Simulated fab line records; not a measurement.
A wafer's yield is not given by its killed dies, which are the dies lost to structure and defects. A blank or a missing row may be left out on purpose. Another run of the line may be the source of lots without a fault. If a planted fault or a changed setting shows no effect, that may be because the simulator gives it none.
Which tool is to blame? | flow nand-harc | 24 lots with 72 wafers sampled at 6 steps, on a route of 1302 steps

## WHAT THE GAUGES READ, wafer by wafer
NHARC_A_BONDPAD_THK_MEAS_30: measures by ellipsometry. Usual: thk-nm 200.1 nm, standard deviation 1.6.
lot  | measured     | on            | thk-nm (nm)       | flag
L074 | day 23 04:14 | film-metro-01 | 202.6 199.5 198.9 |
L075 | day 23 11:31 | film-metro-01 | 200.7 202.3 202.2 |
L076 | day 23 11:58 | film-metro-01 | 199.2 198.0 198.3 |
L078 | day 24 16:20 | film-metro-02 | 197.6 198.0 200.4 |
L077 | day 24 18:23 | film-metro-01 | 199.8 198.4 199.5 |
L079 | day 25 12:45 | film-metro-01 | 200.7 200.2 202.8 |
L080 | day 25 15:38 | film-metro-01 | 199.9 199.3 200.2 |
L081 | day 25 17:17 | film-metro-02 | 199.8 199.1 199.3 |
L082 | day 26 16:53 | film-metro-01 | 203.5 203.6 202.6 |
L083 | day 26 20:49 | film-metro-01 | 200.4 201.7 202.0 |
L084 | day 28 04:31 | film-metro-02 | 201.0 199.8 202.7 |
L085 | day 28 06:17 | film-metro-02 | 201.0 197.0 198.9 |
L086 | day 28 15:27 | film-metro-02 | 198.4 200.6 198.1 |
L087 | day 28 16:28 | film-metro-01 | 202.9 198.8 197.1 |
L089 | day 30 05:41 | film-metro-01 | 200.3 200.6 198.5 |
L090 | day 30 07:31 | film-metro-02 | 199.1 200.4 199.8 |
L088 | day 30 12:35 | film-metro-01 | 198.6 200.6 200.7 |
L093 | day 30 17:54 | film-metro-02 | 200.5 198.8 199.0 |
L092 | day 30 19:59 | film-metro-01 | 199.5 201.4 199.2 |
L091 | day 31 00:29 | film-metro-01 | 201.2 199.0 199.7 |
L094 | day 31 14:44 | film-metro-02 | 200.2 203.9 201.0 |
L095 | day 31 18:43 | film-metro-02 | 200.3 200.8 200.0 |
L097 | day 32 14:38 | film-metro-02 | 204.1 202.1 199.5 |
L096 | day 32 16:08 | film-metro-02 | 197.6 197.9 199.8 |

## TOOL THAT RAN EACH LOT (tool first, then ch and the chambers of the sampled wafers, then the start)
lot  | NHARC_A_CONTACT_ETCH_139             | NHARC_A_CONTACT_CMP_20        | NHARC_A_M0_ETCH_15                            | NHARC_A_BONDPAD_DEP_00                   | NHARC_A_BONDPAD_CMP_29
L074 | har-cap-etch-01 ch 0,1, day 22 11:40 | cmp-02 ch 1,3, day 22 14:30   | rie-diel-11 ch 1,3, day 23 03:37 or earlier   | pecvd-04 ch 0,1,2, day 23 03:37          | cmp-02 ch 0,2,3, day 23 03:59
L075 | har-cap-etch-01 ch 0,1, day 22 18:56 | cmp-01 ch 1,3, day 22 22:16   | rie-diel-09 ch 0,1, day 23 10:53 or earlier   | pecvd-03 ch 0,1,2, day 23 10:53          | cmp-04 ch 0,2, day 23 11:15
L076 | har-cap-etch-03 ch 0,1, day 22 19:53 | cmp-01 ch 1,2,3, day 22 22:43 | rie-diel-09 ch 2,3, day 23 11:27 or earlier   | pecvd-03 ch 0,1,2, day 23 11:27          | cmp-01 ch 0,1,2, day 23 11:47
L078 | har-cap-etch-02 ch 0,1, day 23 23:42 | cmp-02 ch 0,3, day 24 03:22   | rie-diel-05 ch 0,1,3, day 24 16:07 or earlier | pecvd-04 ch 0,1, day 24 16:07 or earlier | cmp-01 ch 0,1,2, day 24 16:07
L077 | har-cap-etch-01 ch 0,1, day 24 02:22 | cmp-02 ch 0,1,3, day 24 05:10 | rie-diel-09 ch 0,2, day 24 17:47 or earlier   | pecvd-02 ch 0,2, day 24 17:47            | cmp-01 ch 0,1,2, day 24 18:10
L079 | har-cap-etch-03 ch 0,1, day 24 20:56 | cmp-01 ch 0,1,3, day 24 23:45 | rie-diel-11 ch 1,2,3, day 25 12:05 or earlier | pecvd-04 ch 0,1,2, day 25 12:05          | cmp-04 ch 0,1,2, day 25 12:31
L080 | har-cap-etch-01 ch 0,1, day 24 22:52 | cmp-01 ch 2,3, day 25 01:34   | rie-diel-11 ch 2,3, day 25 15:28 or earlier   | pecvd-04 ch 0,1, day 25 15:28 or earlier | cmp-01 ch 0,1,2, day 25 15:28
L081 | har-cap-etch-02 ch 0,1, day 25 00:23 | cmp-01 ch 0,1, day 25 03:09   | rie-diel-09 ch 0,1,2, day 25 17:02 or earlier | pecvd-04 ch 0,1, day 25 17:02 or earlier | cmp-02 ch 1,2, day 25 17:02
L082 | har-cap-etch-01 ch 0,1, day 26 00:31 | cmp-04 ch 0,2,3, day 26 03:32 | rie-diel-05 ch 0,1,3, day 26 16:05 or earlier | pecvd-02 ch 1,2, day 26 16:05            | cmp-04 ch 0,2, day 26 16:40
L083 | har-cap-etch-02 ch 0,1, day 26 01:39 | cmp-02 ch 1,2,3, day 26 04:34 | rie-diel-05 ch 0,3, day 26 20:10 or earlier   | pecvd-03 ch 0,1, day 26 20:10            | cmp-04 ch 0,1,3, day 26 20:35
L084 | har-cap-etch-03 ch 0,1, day 27 12:23 | cmp-02 ch 1,2,3, day 27 15:26 | rie-diel-05 ch 0,1, day 28 03:55 or earlier   | pecvd-04 ch 0,2, day 28 03:55            | cmp-01 ch 0,2,3, day 28 04:16
L085 | har-cap-etch-01 ch 0,1, day 27 13:34 | cmp-01 ch 0,1,3, day 27 16:29 | rie-diel-11 ch 0,1,3, day 28 05:33 or earlier | pecvd-02 ch 1, day 28 05:33              | cmp-02 ch 1,2, day 28 06:02
L086 | har-cap-etch-01 ch 0,1, day 27 23:11 | cmp-02 ch 0,2,3, day 28 02:07 | rie-diel-05 ch 0,2, day 28 14:53 or earlier   | pecvd-03 ch 0,2, day 28 14:53            | cmp-02 ch 1,2, day 28 15:14
L087 | har-cap-etch-02 ch 0,1, day 28 00:24 | cmp-04 ch 0,2,3, day 28 03:22 | rie-diel-11 ch 0,2,3, day 28 15:48 or earlier | pecvd-04 ch 0,1,2, day 28 15:48          | cmp-01 ch 0,3, day 28 16:13
L089 | har-cap-etch-01 ch 0,1, day 29 13:05 | cmp-04 ch 0,1,2, day 29 15:55 | rie-diel-09 ch 0,1,3, day 30 05:27 or earlier | pecvd-02 ch 1,2, day 30 05:27 or earlier | cmp-01 ch 0,2,3, day 30 05:27
L090 | har-cap-etch-02 ch 0,1, day 29 15:37 | cmp-02 ch 0,3, day 29 18:29   | rie-diel-05 ch 0,2,3, day 30 06:55 or earlier | pecvd-03 ch 0,1,2, day 30 06:55          | cmp-02 ch 1,2, day 30 07:16
L088 | har-cap-etch-03 ch 0,1, day 29 20:19 | cmp-04 ch 0,1,2, day 29 23:13 | rie-diel-11 ch 0,3, day 30 12:01 or earlier   | pecvd-03 ch 0,2, day 30 12:01            | cmp-04 ch 0,1, day 30 12:20
L093 | har-cap-etch-02 ch 0,1, day 30 01:40 | cmp-02 ch 0,2,3, day 30 04:31 | rie-diel-09 ch 0,1,3, day 30 17:17 or earlier | pecvd-03 ch 0,1,2, day 30 17:17          | cmp-01 ch 0,1, day 30 17:39
L092 | har-cap-etch-03 ch 0,1, day 30 03:16 | cmp-04 ch 0,2,3, day 30 06:07 | rie-diel-09 ch 0,1,3, day 30 19:20 or earlier | pecvd-04 ch 0,2, day 30 19:20            | cmp-04 ch 1,3, day 30 19:44
L091 | har-cap-etch-03 ch 0,1, day 30 08:16 | cmp-02 ch 0,3, day 30 11:07   | rie-diel-09 ch 0,3, day 30 23:58 or earlier   | pecvd-02 ch 0,1,2, day 30 23:58          | cmp-02 ch 0,3, day 31 00:14
L094 | har-cap-etch-02 ch 0,1, day 30 22:49 | cmp-02 ch 1,2, day 31 01:38   | rie-diel-09 ch 0,1,3, day 31 14:05 or earlier | pecvd-04 ch 0,1,2, day 31 14:05          | cmp-04 ch 0,1,3, day 31 14:31
L095 | har-cap-etch-03 ch 0,1, day 31 02:13 | cmp-02 ch 0,2,3, day 31 05:30 | rie-diel-09 ch 0,1,2, day 31 18:07 or earlier | pecvd-02 ch 1,2, day 31 18:07            | cmp-04 ch 1,2,3, day 31 18:28
L097 | har-cap-etch-02 ch 0,1, day 31 22:18 | cmp-02 ch 0,1,2, day 32 01:11 | rie-diel-05 ch 2,3, day 32 14:24 or earlier   | pecvd-04 ch 0,2, day 32 14:24 or earlier | cmp-01 ch 0,1,3, day 32 14:24
L096 | har-cap-etch-01 ch 0,1, day 32 00:03 | cmp-04 ch 0,1, day 32 02:49   | rie-diel-11 ch 0,2,3, day 32 15:28 or earlier | pecvd-04 ch 0,2, day 32 15:28            | cmp-04 ch 0,3, day 32 15:53
- NHARC_A_CONTACT_ETCH_139: etches the open film in C4F8/O2/Ar, time 195 s, target depth 840 nm.
- NHARC_A_CONTACT_CMP_20: polishes, t overpolish 30 s, target thk 300 nm.
- NHARC_A_M0_ETCH_15: etches the open film in C4F8/Ar, target depth 150 nm, overetch 15 nm, time 82.5 s.
- NHARC_A_BONDPAD_DEP_00: deposits SiCN, target thk 250 nm.
- NHARC_A_BONDPAD_CMP_29: polishes SiCN, target thk 200 nm.

## WHAT THE TOOLS THEMSELVES READ (means of the sampled wafers that have a number; where no wafer has one, the mark that the record gives instead)
NHARC_A_CONTACT_CMP_20. Usual: motor-current-A 12.0 A, standard deviation 1.1; overpolish-run-s 30.001 s, standard deviation 0.0086; time-to-endpoint-s 60 s, standard deviation 3.2.
lot  | tool   | motor-current-A (A) | overpolish-run-s (s) | time-to-endpoint-s (s) | flag
L074 | cmp-02 | 10.9                | 30.003               | 60                     |
L075 | cmp-01 | 11.5                | 30.002               | 59                     |
L076 | cmp-01 | 12.3                | 29.991               | 56                     |
L078 | cmp-02 | 11.0                | 29.996               | 61                     |
L077 | cmp-02 | 10.9                | 29.999               | 57                     |
L079 | cmp-01 | 12.4                | 30.005               | 59                     |
L080 | cmp-01 | 12.8                | 29.997               | 56                     |
L081 | cmp-01 | 12.2                | 30.002               | 57                     |
L082 | cmp-04 | 12.3                | 30.002               | 65                     |
L083 | cmp-02 | 11.6                | 29.999               | 63                     |
L084 | cmp-02 | 11.8                | 30.006               | 62                     |
L085 | cmp-01 | 12.6                | 30.001               | 61                     |
L086 | cmp-02 | 11.9                | 30.001               | 60                     |
L087 | cmp-04 | 11.8                | 30.005               | 61                     |
L089 | cmp-04 | 12.8                | 29.995               | 61                     |
L090 | cmp-02 | 11.0                | 30.003               | 60                     |
L088 | cmp-04 | 12.4                | 30.010               | 61                     |
L093 | cmp-02 | 11.7                | 29.992               | 55                     |
L092 | cmp-04 | 12.0                | 30.009               | 65                     |
L091 | cmp-02 | 11.1                | 29.994               | 61                     |
L094 | cmp-02 | 11.8                | 30.002               | 61                     |
L095 | cmp-02 | 11.5                | 30.009               | 60                     |
L097 | cmp-02 | 11.2                | 30.003               | 60                     |
L096 | cmp-04 | 13.6                | 29.999               | 65                     |

NHARC_A_M0_ETCH_15. Usual: oes-product-au 0.956 a.u., standard deviation 0.02; rf-vpp-V 440.9 V, standard deviation 2.1.
lot  | tool        | oes-product-au (a.u.) | rf-vpp-V (V) | flag
L074 | rie-diel-11 | 0.919                 | 441.9        |
L075 | rie-diel-09 | 0.925                 | 441.7        |
L076 | rie-diel-09 | 0.955                 | 441.7        |
L078 | rie-diel-05 | 0.977                 | 439.8        |
L077 | rie-diel-09 | 0.974                 | 442.6        |
L079 | rie-diel-11 | 0.979                 | 441.6        |
L080 | rie-diel-11 | 0.972                 | 440.4        |
L081 | rie-diel-09 | 0.931                 | 441.4        |
L082 | rie-diel-05 | 0.963                 | 439.9        |
L083 | rie-diel-05 | 0.952                 | 441.0        |
L084 | rie-diel-05 | 0.955                 | 439.3        |
L085 | rie-diel-11 | 0.950                 | 441.4        |
L086 | rie-diel-05 | 0.958                 | 439.8        |
L087 | rie-diel-11 | 0.966                 | 440.9        |
L089 | rie-diel-09 | 0.962                 | 440.9        |
L090 | rie-diel-05 | 0.934                 | 441.0        |
L088 | rie-diel-11 | 0.953                 | 440.9        |
L093 | rie-diel-09 | 0.964                 | 441.2        |
L092 | rie-diel-09 | 0.928                 | 441.1        |
L091 | rie-diel-09 | 0.957                 | 443.5        |
L094 | rie-diel-09 | 0.964                 | 440.8        |
L095 | rie-diel-09 | 0.958                 | 441.3        |
L097 | rie-diel-05 | 0.934                 | 438.8        |
L096 | rie-diel-11 | 0.965                 | 440.6        |

NHARC_A_BONDPAD_DEP_00. Usual: heater-power-w 527 W, standard deviation 66.
lot  | tool     | heater-power-w (W) | flag
L074 | pecvd-04 | 544                |
L075 | pecvd-03 | 583                |
L076 | pecvd-03 | 578                |
L078 | pecvd-04 | 559                |
L077 | pecvd-02 | 487                |
L079 | pecvd-04 | 485                |
L080 | pecvd-04 | 539                |
L081 | pecvd-04 | 507                |
L082 | pecvd-02 | 514                |
L083 | pecvd-03 | 559                |
L084 | pecvd-04 | 545                |
L085 | pecvd-02 | 452                |
L086 | pecvd-03 | 502                |
L087 | pecvd-04 | 522                |
L089 | pecvd-02 | 506                |
L090 | pecvd-03 | 569                |
L088 | pecvd-03 | 457                |
L093 | pecvd-03 | 543                |
L092 | pecvd-04 | 559                |
L091 | pecvd-02 | 489                |
L094 | pecvd-04 | 516                |
L095 | pecvd-02 | 489                |
L097 | pecvd-04 | 584                |
L096 | pecvd-04 | 555                |

NHARC_A_BONDPAD_CMP_29. Usual: motor-current-A 12.2 A, standard deviation 1.1.
lot  | tool   | motor-current-A (A) | flag
L074 | cmp-02 | 11.8                |
L075 | cmp-04 | 12.0                |
L076 | cmp-01 | 12.6                |
L078 | cmp-01 | 12.8                |
L077 | cmp-01 | 12.8                |
L079 | cmp-04 | 12.3                |
L080 | cmp-01 | 13.5                |
L081 | cmp-02 | 11.5                |
L082 | cmp-04 | 12.8                |
L083 | cmp-04 | 12.6                |
L084 | cmp-01 | 13.0                |
L085 | cmp-02 | 11.6                |
L086 | cmp-02 | 11.4                |
L087 | cmp-01 | 13.2                |
L089 | cmp-01 | 12.9                |
L090 | cmp-02 | 12.0                |
L088 | cmp-04 | 12.7                |
L093 | cmp-01 | 12.4                |
L092 | cmp-04 | 11.8                |
L091 | cmp-02 | 11.4                |
L094 | cmp-04 | 12.9                |
L095 | cmp-04 | 11.9                |
L097 | cmp-01 | 12.5                |
L096 | cmp-04 | 12.5                |

## THE ANSWER, worked out from the rows above alone
Rule: a lot is off if the mean of its wafers that have a number lies more than 3 standard deviations from the usual mean. Also off: a lot with no number at a reading for which 4 or more lots have one. Where the step has rows for the other lots, those lots are counted as sound. Order of review: gauges by route order, followed by the tools' own readings, for which a lot's mean as printed above is used. At the first step where some lot is off, the reading lying furthest off is the one used; lots without a number count as furthest.
Nothing can be told from this: no lot is off at any reading shown.

## WHAT THE SIMULATOR HAD INSERTED
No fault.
